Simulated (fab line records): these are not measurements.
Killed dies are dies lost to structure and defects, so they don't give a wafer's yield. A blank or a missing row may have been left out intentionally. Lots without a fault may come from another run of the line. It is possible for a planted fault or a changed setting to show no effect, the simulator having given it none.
fab line records	flow nand-harc
record lots=12	wafers=36	last-day=33
route steps=1302 shown A_M0@1158 A_M1@1174 END@1302
lots with no fault: from the same line, run without faults
start-h: start of the lot's first displayed wafer, in hours after the record's first day	wait-h: how many hours have passed since the lot's step before this one	" unchanged from the row above	L1.1+2: a single row standing in for several wafers	- no value, or no start was given	* or withheld: withheld	< > ~ a bound
route shown NAME@n: names a module that has steps shown in the file, with the first one's number in the route	usual: mean/standard deviation taken from wafers without a fault	same: alike in all rows	chamber/n: place in a boat	sites: each site's reading	_std_site: standard deviation across them	_edge_site: outer sites' mean less inner sites'	radius-mm: for every site, how far away it sits from the centre of the wafer	mask NAME#n: copy n	behind: the most recent tool/chamber to have shaped the wafer	hold: what put the lot on hold/how long, in hours/how the hold closed	device: transistor that didn't switch, given as n, p or np	end of line: tests run on the same wafers once the route is complete	a step without rows: its recipe alone	killed: not the wafer's yield, but the dies lost to structure and defects at the first sort	map: shows each die of a wafer: x if killed, . if not, _ if none is there
set.NAME: the run value of the setting; set.NAME@STEP: its run value at that earlier step	model.NAME: the simulator's own value behind a step, which no gauge read
one table for each step of the route and one row for each wafer, over a sample of lots
services: the hour from which a tool's chamber was out of use, counted from the record's first day as start-h (under 0 if before that day), plus the number of hours and why
## steps
# step NHARC_A_M0_PVD_20
# recipe target-thk-a=50	bias-v=168.6	power-w=15000	chamber-pressure-pa=0.12	time-s=8.06	substrate-temp-c=50	material=TaN
# usual bias-v=168.4/1.6	cathode-dc-power-W=15000/2.8	throttle-valve-pct=30.0/1.2
lot.wafer	tool	chamber	start-h	wait-h	bias-v	cathode-dc-power-W	throttle-valve-pct
L788.1	pvd-sputter-03	-	-	-	168.3	14993	28.1
L788.2	"	-	"	"	169.5	14997	29.0
L788.5	"	-	"	"	166.4	14998	28.1
L795.2	pvd-sputter-03	-	-	-	168.8	14999	28.1
L795.3	"	-	"	"	167.8	14996	29.0
L795.1	"	-	"	"	170.5	15005	31.9
L794.4	pvd-sputter-03	-	-	-	168.8	15000	28.0
L794.2	"	-	"	"	171.0	15003	29.0
L794.6	"	-	"	"	166.8	14998	27.9
L798.2	pvd-sputter-02	-	-	-	169.3	14993	29.8
L798.5	"	-	"	"	169.5	15001	29.8
L798.6	"	-	"	"	168.5	14999	31.8
L799.1	pvd-sputter-01	-	-	-	171.5	15001	30.6
L799.3	"	-	"	"	166.7	14997	30.4
L799.6	"	-	"	"	167.1	14998	30.1
L802.2	pvd-sputter-03	-	-	-	169.0	14999	28.2
L802.5	"	-	"	"	171.0	14999	27.8
L802.6	"	-	"	"	165.8	14994	29.0
L806.1	pvd-sputter-02	-	-	-	168.0	14997	30.8
L806.5	"	-	"	"	169.5	15000	30.3
L806.6	"	-	"	"	168.0	14998	31.0
L805.4	pvd-sputter-01	-	-	-	168.1	15000	30.5
L805.2	"	-	"	"	168.3	14997	29.8
L805.5	"	-	"	"	166.4	14999	30.0
L807.2	pvd-sputter-02	-	-	-	169.1	15002	30.2
L807.1	"	-	"	"	167.0	15002	31.1
L807.5	"	-	"	"	168.7	14999	29.9
L809.2	pvd-sputter-03	-	-	-	166.8	14997	31.9
L809.1	"	-	"	"	169.8	15000	28.5
L809.5	"	-	"	"	168.3	14999	32.0
L811.1	pvd-sputter-03	-	-	-	170.3	14999	28.7
L811.3	"	-	"	"	171.8	14999	28.7
L811.6	"	-	"	"	168.2	15000	28.7
L810.3	pvd-sputter-02	-	-	-	168.3	15001	31.1
L810.6	"	-	"	"	168.8	15000	30.2
L810.5	"	-	"	"	167.7	15003	29.8
# step NHARC_A_M0_ANNEAL_30
# recipe temp-c=225	time-s=90
# usual anneal-temp-c=225.01/0.18	wafer_temp_C_max=226.7/0.37
lot.wafer	tool	chamber	start-h	wait-h	anneal-temp-c	wafer_temp_C_max
L788.1	rtp-anneal-02	0	540.13	-	225.02	226.6
L788.2	"	0	"	"	224.81	226.4
L788.5	"	0	"	"	224.83	226.5
L795.1	rtp-anneal-02	0	598.30	-	225.41	226.5
L795.2	"	0	"	"	225.40	226.4
L795.3	"	0	"	"	225.45	226.5
L794.2	rtp-anneal-01	0	600.70	0.3	224.72	226.4
L794.4	"	0	"	"	225.06	226.5
L794.6	"	0	"	"	225.29	227.4
L798.2	rtp-anneal-01	0	631.14	-	224.88	226.7
L798.5	"	0	"	"	225.07	227.6
L798.6	"	0	"	"	225.26	226.9
L799.1	rtp-anneal-01	0	631.62	-	224.96	226.4
L799.3	"	0	"	"	225.05	226.7
L799.6	"	0	"	"	225.21	226.6
L802.2	rtp-anneal-01	0	676.09	-	224.85	226.7
L802.5	"	0	"	"	225.27	227.3
L802.6	"	0	"	"	224.91	226.9
L806.1	rtp-anneal-02	0	717.63	-	224.90	226.2
L806.5	"	0	"	"	224.98	226.3
L806.6	"	0	"	"	224.88	226.9
L805.2	rtp-anneal-02	0	720.90	-	224.87	226.6
L805.4	"	0	"	"	224.90	226.5
L805.5	"	0	"	"	224.92	227.3
L807.1	rtp-anneal-02	0	727.14	0.3	225.19	226.9
L807.2	"	0	"	"	225.07	226.5
L807.5	"	0	"	"	225.23	226.1
L809.1	rtp-anneal-02	0	729.82	-	224.79	227.0
L809.2	"	0	"	"	225.02	225.9
L809.5	"	0	"	"	224.86	227.1
L811.1	rtp-anneal-01	0	744.95	-	225.02	226.7
L811.3	"	0	"	"	224.89	226.7
L811.6	"	0	"	"	224.86	226.7
L810.3	rtp-anneal-01	0	748.92	-	225.24	226.8
L810.5	"	0	"	"	225.01	226.7
L810.6	"	0	"	"	225.01	226.6
# step NHARC_A_M1_SOFTBAKE_04
# recipe temp-c=105	time-s=55
# usual heater-power-total-W=188.43/0.12	plate-temp-C=104.98/0.13
lot.wafer	tool	chamber	start-h	wait-h	heater-power-total-W	plate-temp-C
L788.1	litho-track-06	0	542	-	188.57	105.04
L788.2	"	0	"	"	188.34	105.03
L788.5	"	0	"	"	188.34	105.12
L795.1	litho-track-01	0	600	-	188.58	104.92
L795.2	"	0	"	"	188.31	104.97
L795.3	"	0	"	"	188.66	105.03
L794.2	litho-track-06	0	602	-	188.45	104.87
L794.4	"	0	"	"	188.48	105.02
L794.6	"	0	"	"	188.42	104.87
L798.2	litho-track-06	0	632	-	193.51	105.09
L798.5	"	0	"	"	193.63	105.15
L798.6	"	0	"	"	193.59	105.00
L799.1	litho-track-06	0	634	-	193.56	104.84
L799.3	"	0	"	"	193.53	104.85
L799.6	"	0	"	"	193.64	104.86
L802.2	litho-track-04	0	677	-	188.43	105.09
L802.5	"	0	"	"	188.33	105.05
L802.6	"	0	"	"	188.32	105.13
L806.1	litho-track-06	0	719	-	188.51	105.16
L806.5	"	0	"	"	188.48	105.19
L806.6	"	0	"	"	188.35	105.07
L805.2	litho-track-06	0	722	-	188.29	104.95
L805.4	"	0	"	"	188.35	104.99
L805.5	"	0	"	"	188.32	105.08
L807.1	litho-track-06	0	728	-	188.44	105.07
L807.2	"	0	"	"	188.45	104.95
L807.5	"	0	"	"	188.34	104.79
L809.1	litho-track-01	0	731	-	188.28	104.83
L809.2	"	0	"	"	188.38	105.00
L809.5	"	0	"	"	188.49	104.81
L811.1	litho-track-01	0	746	-	188.71	105.01
L811.3	"	0	"	"	188.25	105.03
L811.6	"	0	"	"	188.29	105.09
L810.3	litho-track-01	0	750	-	188.50	104.99
L810.5	"	0	"	"	188.72	104.98
L810.6	"	0	"	"	188.33	105.15
# step NHARC_A_M1_INSPECT_11
# usual raw-defect-count=88/42
lot.wafer	tool	chamber	start-h	wait-h	raw-defect-count
L788.1	defect-inspect-01	-	542.64	0.0	105
L788.2	"	-	"	"	109
L788.5	"	-	"	"	105
L795.1	defect-inspect-01	-	600.65	0.0	153
L795.2	"	-	"	"	150
L795.3	"	-	"	"	149
L794.2	defect-inspect-02	-	602.98	0.0	35
L794.4	"	-	"	"	22
L794.6	"	-	"	"	34
L798.2	defect-inspect-02	-	633.40	0.0	150
L798.5	"	-	"	"	145
L798.6	"	-	"	"	131
L799.1	defect-inspect-02	-	634.64	0.0	20
L799.3	"	-	"	"	16
L799.6	"	-	"	"	22
L802.2	defect-inspect-02	-	678.54	0.0	30
L802.5	"	-	"	"	28
L802.6	"	-	"	"	19
L806.1	defect-inspect-01	-	720.15	0.0	100
L806.5	"	-	"	"	118
L806.6	"	-	"	"	106
L805.2	defect-inspect-01	-	723.07	0.0	89
L805.4	"	-	"	"	74
L805.5	"	-	"	"	85
L807.1	defect-inspect-01	-	729.35	0.0	36
L807.2	"	-	"	"	35
L807.5	"	-	"	"	37
L809.1	defect-inspect-02	-	732.14	0.0	113
L809.2	"	-	"	"	110
L809.5	"	-	"	"	113
L811.1	defect-inspect-01	-	747.28	0.0	57
L811.3	"	-	"	"	61
L811.6	"	-	"	"	66
L810.3	defect-inspect-01	-	751.13	0.0	90
L810.5	"	-	"	"	76
L810.6	"	-	"	"	82
# step NHARC_END_SORT_01
# recipe temp-c=25
# usual defect-limited-yield=91.6/2.8	killed-at-array=53/19	killed-at-other=0.8/1.2	killed-at-periphery=3.7/2.3	killed-dies=57/19	killed-open=3.2/1.7	killed-short=2.6/1.8	sort_bin_2_pct=3.0/1.2	sort_bin_3_pct=0.7/0.4	sort_bin_4_pct=4.8/1.5	sort-n-pass=620/19	sort-rim-yield-pct=90/4.8	sort-yield-pct=91.6/2.8
# same gross-dies=677	sort_bin_5_pct[%]=0	sort_bin_6_pct[%]=0	sort_bin_7_pct[%]=0	sort_bin_8_pct[%]=0	sort-rim-n-gross=106.00
lot.wafer	tool	chamber	start-h	wait-h	defect-limited-yield[%]	killed-at-array	killed-at-other	killed-at-periphery	killed-dies	killed-open	killed-short	sort_bin_2_pct[%]	sort_bin_3_pct[%]	sort_bin_4_pct[%]	sort-n-pass	sort-rim-yield-pct[%]	sort-yield-pct[%]
L788.1	prober-01	0	579.65	2.5	88.2	78	0	2	80	3	3	3.8	0.6	7.4	597	91	88.2
L788.2	prober-01	0	580.46	2.8	91.6	55	0	2	57	5	2	3.0	0.6	4.9	620	85	91.6
L788.5	prober-01	0	582.87	3.7	88.5	72	0	6	78	5	6	4.3	1.0	6.2	599	84	88.5
L795.1	prober-01	0	632.97	2.5	88.8	73	2	1	76	2	1	3.5	1.0	6.6	601	85	88.8
L795.2	prober-01	0	633.78	2.8	88.0	80	0	1	81	4	3	3.8	1.3	6.8	596	84	88.0
L795.3	prober-01	0	634.59	3.1	90.1	64	0	3	67	6	3	3.1	1.8	5.0	610	89	90.1
L794.2	prober-02	0	641.59	2.8	95.7	26	1	2	29	1	1	1.3	0.3	2.7	648	94	95.7
L794.4	prober-02	0	643.20	3.4	95.1	29	1	3	33	3	2	1.3	0.4	3.1	644	95	95.1
L794.6	prober-02	0	644.81	4.0	95.4	27	3	1	31	5	0	1.0	0.4	3.1	646	95	95.4
L799.1	prober-01	0	670.02	2.5	97.0	17	1	2	20	1	1	0.6	0.3	2.1	657	100	97.0
L799.3	prober-01	0	671.61	3.1	96.8	19	1	2	22	2	2	1.0	0.1	2.1	655	96	96.8
L799.6	prober-01	0	674.00	4.0	96.0	21	0	6	27	2	4	1.5	0.1	2.4	650	93	96.0
L798.2	prober-02	0	670.82	2.8	87.0	84	0	4	88	1	5	4.9	0.7	7.4	589	90	87.0
L798.5	prober-02	0	673.25	3.7	85.7	93	0	4	97	2	1	5.0	1.2	8.1	580	90	85.7
L798.6	prober-02	0	674.06	4.0	89.4	69	1	2	72	6	1	3.5	1.6	5.5	605	82	89.4
L802.2	prober-01	0	725.23	2.8	95.0	32	0	2	34	2	0	1.3	0.3	3.4	643	92	95.0
L802.5	prober-01	0	727.61	3.7	95.9	25	0	3	28	3	1	0.9	0.3	3.0	649	90	95.9
L802.6	prober-01	0	728.40	4.0	96.3	22	0	3	25	3	2	0.9	0.3	2.5	652	98	96.3
L806.1	prober-01	0	761.56	2.5	90.7	60	0	3	63	3	3	3.8	0.7	4.7	614	88	90.7
L806.5	prober-01	0	764.75	3.7	91.7	53	0	3	56	2	3	2.4	1.2	4.7	621	83	91.7
L806.6	prober-01	0	765.54	4.0	90.0	66	0	2	68	5	2	3.1	1.0	5.9	609	95	90.0
L805.2	prober-02	0	767.07	2.8	93.1	41	0	6	47	4	1	3.4	0.7	2.8	630	88	93.1
L805.4	prober-02	0	768.71	3.5	95.1	29	0	4	33	3	0	1.6	0.6	2.7	644	88	95.1
L805.5	prober-02	0	769.52	3.8	92.8	40	2	7	49	1	4	2.1	0.6	4.6	628	92	92.8
L807.1	prober-01	0	771.43	2.5	93.8	35	1	6	42	2	5	1.9	0.1	4.1	635	88	93.8
L807.2	prober-01	0	772.23	2.8	94.5	29	1	7	37	4	1	1.6	0.3	3.5	640	93	94.5
L807.5	prober-01	0	774.62	3.7	93.2	31	5	10	46	4	2	1.9	0.3	4.6	631	89	93.2
L809.1	prober-02	0	774.14	2.5	89.2	70	1	2	73	5	4	4.6	1.0	5.2	604	94	89.2
L809.2	prober-02	0	774.93	2.8	90.4	59	3	3	65	5	3	4.0	0.7	4.9	612	87	90.4
L809.5	prober-02	0	777.30	3.7	89.5	59	6	6	71	3	3	5.0	0.6	4.9	606	92	89.5
L811.1	prober-02	0	783.01	2.5	92.2	50	0	3	53	3	2	2.1	0.4	5.3	624	97	92.2
L811.3	prober-02	0	784.61	3.1	93.1	43	1	3	47	2	3	1.6	0.7	4.6	630	95	93.1
L811.6	prober-02	0	787.01	4.0	93.2	42	2	2	46	2	2	1.9	0.9	4.0	631	92	93.2
L810.3	prober-01	0	788.52	3.1	90.8	55	0	7	62	3	5	3.1	0.6	5.5	615	87	90.8
L810.5	prober-01	0	790.10	3.7	91.0	52	0	9	61	5	3	2.4	0.4	6.2	616	90	91.0
L810.6	prober-01	0	790.90	4.0	92.6	48	0	2	50	2	1	2.7	0.4	4.3	627	95	92.6
# killed by level:class
L788.1 A_CHANNEL_HOLE_D1:chamber-film-flake=37 A_SLIT:chamber-film-flake=20 A_CHANNEL_HOLE_D2:chamber-film-flake=8 A_STAIRCASE:chamber-film-flake=3 A_CONTACT:chamber-film-flake=3 A_WL_FILL:chamber-film-flake=2 P_STI:geometric-particle:open=1 P_GATE:geometric-particle:open=1
L788.2 A_SLIT:chamber-film-flake=19 A_CHANNEL_HOLE_D1:chamber-film-flake=17 A_CHANNEL_HOLE_D2:chamber-film-flake=5 A_STAIRCASE:chamber-film-flake=4 A_M0:geometric-particle:open=3 A_WL_FILL:chamber-film-flake=3 P_M2:geometric-particle:open=1 A_DECK1_JOINT:geometric-particle:short=1
L788.5 A_CHANNEL_HOLE_D1:chamber-film-flake=31 A_SLIT:chamber-film-flake=18 A_CHANNEL_HOLE_D2:chamber-film-flake=6 A_CONTACT:chamber-film-flake=6 A_STAIRCASE:chamber-film-flake=3 P_GATE:geometric-particle:short=1 P_GATE:geometric-particle:open=1 P_M0:geometric-particle:short=1
L795.1 A_SLIT:chamber-film-flake=24 A_CHANNEL_HOLE_D2:chamber-film-flake=13 A_CHANNEL_HOLE_D1:chamber-film-flake=12 A_BONDPAD:chamber-film-flake=7 A_BLC:chamber-film-flake=5 A_STAIRCASE:chamber-film-flake=3 A_CONTACT:chamber-film-flake=3 THIN_TSV:chamber-film-flake=2
L795.2 A_SLIT:chamber-film-flake=23 A_CHANNEL_HOLE_D1:chamber-film-flake=22 A_CHANNEL_HOLE_D2:chamber-film-flake=20 A_STAIRCASE:chamber-film-flake=4 A_CHANNEL_HOLE_D1:geometric-particle:open=2 A_CHANNEL_HOLE_D1:geometric-particle:short=2 A_DECK1_JOINT:chamber-film-flake=2 P_GATE:geometric-particle:open=1
L795.3 A_SLIT:chamber-film-flake=22 A_CHANNEL_HOLE_D1:chamber-film-flake=13 A_CHANNEL_HOLE_D2:chamber-film-flake=8 A_STAIRCASE:chamber-film-flake=4 A_SOURCE_PLATE:geometric-particle:open=2 A_CHANNEL_FILL_D1:geometric-particle:open=2 A_ZERO_WELL:chamber-film-flake=2 A_CHANNEL_FILL_D1:chamber-film-flake=2
L794.2 A_CHANNEL_HOLE_D2:chamber-film-flake=9 A_CONTACT:chamber-film-flake=7 A_CHANNEL_HOLE_D1:chamber-film-flake=6 P_M1:geometric-particle:open=1 A_SOURCE_PLATE:geometric-particle:short=1 P_STI:chamber-film-flake=1 A_STAIRCASE:chamber-film-flake=1 A_SLIT:chamber-film-flake=1
L794.4 A_CHANNEL_HOLE_D2:chamber-film-flake=8 A_CONTACT:chamber-film-flake=4 A_CHANNEL_HOLE_D1:chamber-film-flake=3 A_STAIRCASE:chamber-film-flake=3 A_BONDPAD:chamber-film-flake=3 P_STI:chamber-film-flake=2 A_CHANNEL_FILL_D1:geometric-particle:open=1 A_DECK1_JOINT:geometric-particle:short=1
L794.6 A_CHANNEL_HOLE_D2:chamber-film-flake=6 A_CONTACT:chamber-film-flake=4 A_CHANNEL_HOLE_D1:chamber-film-flake=3 A_BLC:chamber-film-flake=3 THIN_TSV:chamber-film-flake=3 A_DECK1_JOINT:geometric-particle:open=2 A_CHANNEL_FILL_D2:chamber-film-flake=2 P_M0:geometric-particle:open=1
L799.1 A_CHANNEL_HOLE_D1:chamber-film-flake=6 A_CHANNEL_FILL_D2:chamber-film-flake=4 A_SLIT:chamber-film-flake=2 A_DECK1_JOINT:geometric-particle:open=1 A_DECK1_JOINT:geometric-particle:short=1 P_STI:chamber-film-flake=1 P_GATE:chamber-film-flake=1 A_CHANNEL_HOLE_D2:chamber-film-flake=1
L798.2 A_SLIT:chamber-film-flake=34 A_CHANNEL_HOLE_D1:chamber-film-flake=16 A_CONTACT:chamber-film-flake=14 A_CHANNEL_HOLE_D2:chamber-film-flake=10 A_DECK1_JOINT:geometric-particle:short=2 P_M1:chamber-film-flake=2 A_CHANNEL_FILL_D2:chamber-film-flake=2 A_STAIRCASE:chamber-film-flake=2
L799.3 A_CHANNEL_HOLE_D1:chamber-film-flake=5 A_SLIT:chamber-film-flake=4 A_CHANNEL_HOLE_D2:chamber-film-flake=3 A_CHANNEL_FILL_D2:chamber-film-flake=3 P_M0:geometric-particle:open=1 A_ONON_D1:geometric-particle:short=1 A_CHANNEL_FILL_D2:geometric-particle:short=1 A_CONTACT:geometric-particle:open=1
L798.5 A_CHANNEL_HOLE_D1:chamber-film-flake=35 A_SLIT:chamber-film-flake=27 A_CHANNEL_HOLE_D2:chamber-film-flake=14 A_CONTACT:chamber-film-flake=11 P_STI:chamber-film-flake=2 P_GATE:geometric-particle:short=1 A_ONON_D1:geometric-particle:open=1 A_M1:geometric-particle:open=1
L799.6 P_M1:chamber-film-flake=4 A_CHANNEL_HOLE_D1:chamber-film-flake=4 A_SLIT:chamber-film-flake=3 A_CONTACT:chamber-film-flake=3 A_WL_FILL:geometric-particle:short=2 A_CHANNEL_FILL_D2:chamber-film-flake=2 A_STAIRCASE:chamber-film-flake=2 P_M1:geometric-particle:short=1
L798.6 A_SLIT:chamber-film-flake=22 A_CHANNEL_HOLE_D1:chamber-film-flake=16 A_CHANNEL_HOLE_D2:chamber-film-flake=14 A_CONTACT:chamber-film-flake=9 A_DECK1_JOINT:geometric-particle:open=2 A_CONTACT:geometric-particle:open=2 P_STI:chamber-film-flake=2 A_CHANNEL_FILL_D1:geometric-particle:open=1
L802.2 A_CONTACT:chamber-film-flake=10 A_CHANNEL_HOLE_D1:chamber-film-flake=7 A_SLIT:chamber-film-flake=4 A_WL_FILL:chamber-film-flake=4 A_STAIRCASE:chamber-film-flake=2 A_DECK1_JOINT:geometric-particle:open=1 A_M0:geometric-particle:open=1 P_ZERO_WELL:chamber-film-flake=1
L802.5 A_CONTACT:chamber-film-flake=8 A_CHANNEL_HOLE_D1:chamber-film-flake=5 A_SLIT:chamber-film-flake=5 P_M0:chamber-film-flake=2 A_STAIRCASE:chamber-film-flake=2 P_M0:geometric-particle:open=1 A_ONON_D2:geometric-particle:short=1 A_STAIRCASE:geometric-particle:open=1
L802.6 A_CHANNEL_HOLE_D1:chamber-film-flake=5 A_SLIT:chamber-film-flake=5 P_STI:chamber-film-flake=2 A_DECK1_JOINT:chamber-film-flake=2 A_STAIRCASE:chamber-film-flake=2 A_CONTACT:chamber-film-flake=2 P_M0:geometric-particle:open=1 A_ONON_D1:geometric-particle:open=1
L806.1 A_CHANNEL_HOLE_D1:chamber-film-flake=30 A_CHANNEL_HOLE_D2:chamber-film-flake=17 A_STAIRCASE:chamber-film-flake=3 P_M2:chamber-film-flake=2 P_CONTACT:geometric-particle:short=1 A_DECK1_JOINT:geometric-particle:short=1 A_ONON_D2:geometric-particle:short=1 A_CHANNEL_FILL_D2:geometric-particle:open=1
L806.5 A_CHANNEL_HOLE_D2:chamber-film-flake=23 A_CHANNEL_HOLE_D1:chamber-film-flake=17 P_M2:chamber-film-flake=2 A_CONTACT:chamber-film-flake=2 A_STAIRCASE:chamber-film-flake=2 A_ONON_D1:geometric-particle:short=1 A_DECK1_JOINT:geometric-particle:open=1 A_WL_FILL:geometric-particle:short=1
L806.6 A_CHANNEL_HOLE_D1:chamber-film-flake=28 A_CHANNEL_HOLE_D2:chamber-film-flake=19 A_SLIT:chamber-film-flake=5 A_CONTACT:chamber-film-flake=3 A_DECK1_JOINT:geometric-particle:short=2 A_SGD_CUT:chamber-film-flake=2 A_WL_FILL:chamber-film-flake=2 P_M0:geometric-particle:open=1
L805.2 A_CHANNEL_HOLE_D1:chamber-film-flake=17 A_CONTACT:chamber-film-flake=10 A_SLIT:chamber-film-flake=5 A_STAIRCASE:chamber-film-flake=4 A_M0:geometric-particle:open=2 P_BONDPAD:chamber-film-flake=2 P_CONTACT:geometric-particle:open=1 A_ONON_D2:geometric-particle:open=1
L805.4 A_CHANNEL_HOLE_D1:chamber-film-flake=12 A_CONTACT:chamber-film-flake=9 P_STI:chamber-film-flake=2 A_SLIT:chamber-film-flake=2 A_STAIRCASE:chamber-film-flake=2 A_WL_FILL:chamber-film-flake=2 P_GATE:geometric-particle:open=1 P_M0:geometric-particle:open=1
L805.5 A_CHANNEL_HOLE_D1:chamber-film-flake=16 A_CONTACT:chamber-film-flake=9 A_STAIRCASE:chamber-film-flake=7 P_BONDPAD:chamber-film-flake=4 A_SLIT:chamber-film-flake=4 P_STI:chamber-film-flake=2 P_M1:geometric-particle:short=1 A_ONON_D2:geometric-particle:open=1
L807.1 A_STAIRCASE:chamber-film-flake=10 A_CHANNEL_HOLE_D1:chamber-film-flake=7 A_SLIT:chamber-film-flake=6 A_CONTACT:chamber-film-flake=4 P_CONTACT:chamber-film-flake=2 P_M2:chamber-film-flake=2 A_CHANNEL_HOLE_D2:chamber-film-flake=2 P_M1:geometric-particle:short=1
L807.2 A_CHANNEL_HOLE_D1:chamber-film-flake=8 A_SLIT:chamber-film-flake=6 A_CONTACT:chamber-film-flake=5 A_STAIRCASE:chamber-film-flake=4 P_CONTACT:chamber-film-flake=3 A_CHANNEL_HOLE_D2:chamber-film-flake=2 P_M0:geometric-particle:open=1 A_CHANNEL_FILL_D1:geometric-particle:short=1
L809.1 A_SLIT:chamber-film-flake=26 A_CHANNEL_HOLE_D2:chamber-film-flake=15 A_CHANNEL_HOLE_D1:chamber-film-flake=10 A_CONTACT:chamber-film-flake=8 A_STAIRCASE:chamber-film-flake=3 A_ONON_D2:geometric-particle:short=2 P_M0:geometric-particle:open=1 A_SOURCE_PLATE:geometric-particle:open=1
L807.5 A_CHANNEL_HOLE_D1:chamber-film-flake=7 A_STAIRCASE:chamber-film-flake=7 P_M2:chamber-film-flake=6 A_CHANNEL_HOLE_D2:chamber-film-flake=5 THIN_TSV:chamber-film-flake=5 A_SLIT:chamber-film-flake=4 P_CONTACT:chamber-film-flake=3 A_WL_FILL:chamber-film-flake=2
L809.2 A_CHANNEL_HOLE_D2:chamber-film-flake=18 A_SLIT:chamber-film-flake=17 A_CHANNEL_HOLE_D1:chamber-film-flake=12 THIN_TSV:chamber-film-flake=3 A_DECK1_JOINT:geometric-particle:open=2 A_M0:geometric-particle:open=2 P_STI:chamber-film-flake=2 A_CONTACT:chamber-film-flake=2
L809.5 A_SLIT:chamber-film-flake=25 A_CHANNEL_HOLE_D2:chamber-film-flake=21 A_CONTACT:chamber-film-flake=4 THIN_TSV:chamber-film-flake=4 A_CHANNEL_HOLE_D1:chamber-film-flake=3 A_WL_FILL:geometric-particle:short=2 P_GATE:chamber-film-flake=2 P_M0:chamber-film-flake=2
L811.1 A_CHANNEL_HOLE_D2:chamber-film-flake=30 A_SLIT:chamber-film-flake=11 P_GATE:chamber-film-flake=2 A_WL_FILL:chamber-film-flake=2 A_CONTACT:chamber-film-flake=2 P_M0:geometric-particle:open=1 A_ONON_D1:geometric-particle:short=1 A_CHANNEL_FILL_D1:geometric-particle:open=1
L811.3 A_CHANNEL_HOLE_D2:chamber-film-flake=25 A_SLIT:chamber-film-flake=5 A_CONTACT:chamber-film-flake=4 P_GATE:chamber-film-flake=2 A_WL_FILL:chamber-film-flake=2 A_ONON_D1:geometric-particle:short=1 A_CHANNEL_HOLE_D1:geometric-particle:open=1 A_DECK1_JOINT:geometric-particle:short=1
L811.6 A_CHANNEL_HOLE_D2:chamber-film-flake=23 A_SLIT:chamber-film-flake=8 A_CONTACT:chamber-film-flake=6 A_ONON_D1:geometric-particle:open=1 A_SGD_CUT:geometric-particle:open=1 A_SGD_CUT:geometric-particle:short=1 P_STI:chamber-film-flake=1 P_GATE:chamber-film-flake=1
L810.3 A_SLIT:chamber-film-flake=30 A_CHANNEL_HOLE_D1:chamber-film-flake=10 P_GATE:chamber-film-flake=6 A_CONTACT:chamber-film-flake=5 A_WL_FILL:geometric-particle:short=3 A_CHANNEL_HOLE_D2:chamber-film-flake=2 P_M0:geometric-particle:open=1 A_DECK1_JOINT:geometric-particle:short=1
L810.5 A_SLIT:chamber-film-flake=21 A_CHANNEL_HOLE_D1:chamber-film-flake=12 A_CONTACT:chamber-film-flake=8 P_ZERO_WELL:chamber-film-flake=4 P_CONTACT:geometric-particle:short=2 A_DECK1_JOINT:geometric-particle:open=2 P_GATE:chamber-film-flake=2 A_CHANNEL_HOLE_D2:chamber-film-flake=2
L810.6 A_SLIT:chamber-film-flake=35 A_CHANNEL_HOLE_D1:chamber-film-flake=6 P_GATE:chamber-film-flake=2 A_ONON_D1:geometric-particle:open=1 A_DECK1_JOINT:geometric-particle:open=1 A_M1:geometric-particle:short=1 A_CHANNEL_FILL_D1:chamber-film-flake=1 A_DECK1_JOINT:chamber-film-flake=1
## services
tool	chamber	start-h	hours	kind
pvd-sputter-03	-	526.18	10.0	pm
litho-track-06	-	529.00	7.0	pm
litho-track-04	-	553.01	7.0	pm
pvd-sputter-02	-	559.35	4.8	repair
pvd-sputter-01	-	582.00	10.0	pm
litho-track-06	-	586.90	-	consumable-replace:filter
pvd-sputter-01	-	599.31	5.2	repair
pvd-sputter-03	-	622.75	2.2	repair
pvd-sputter-02	-	638.00	10.0	pm
pvd-sputter-03	-	670.08	3.7	repair
litho-track-01	-	680.00	7.0	pm
litho-track-06	-	704.00	7.0	pm
pvd-sputter-03	-	704.18	10.0	pm
litho-track-04	-	728.01	7.0	pm
pvd-sputter-01	-	733.25	1.5	repair
rtp-anneal-02	-	744.00	12.0	pm
## key
first-sign step=NHARC_A_M1_SOFTBAKE_04	reading=heater-power-total-W	direction=up	sigmas=41	usual=*	struck=*
effect none on later readings
met-at NHARC_A_M1_SOFTBAKE_04
struck-lots L798,L799
not-acting-at NHARC_A_M0_PVD_20,NHARC_A_M0_ANNEAL_30,NHARC_A_M1_INSPECT_11
onset-between 602 632
fault kind=process-parameter-drift	tool=litho-track-06	chamber=-	onset-h=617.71	steps=NHARC_A_M1_SOFTBAKE_04	channel=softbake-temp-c	offset=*	shape=step	end-h=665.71	acts-in=*	stated=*
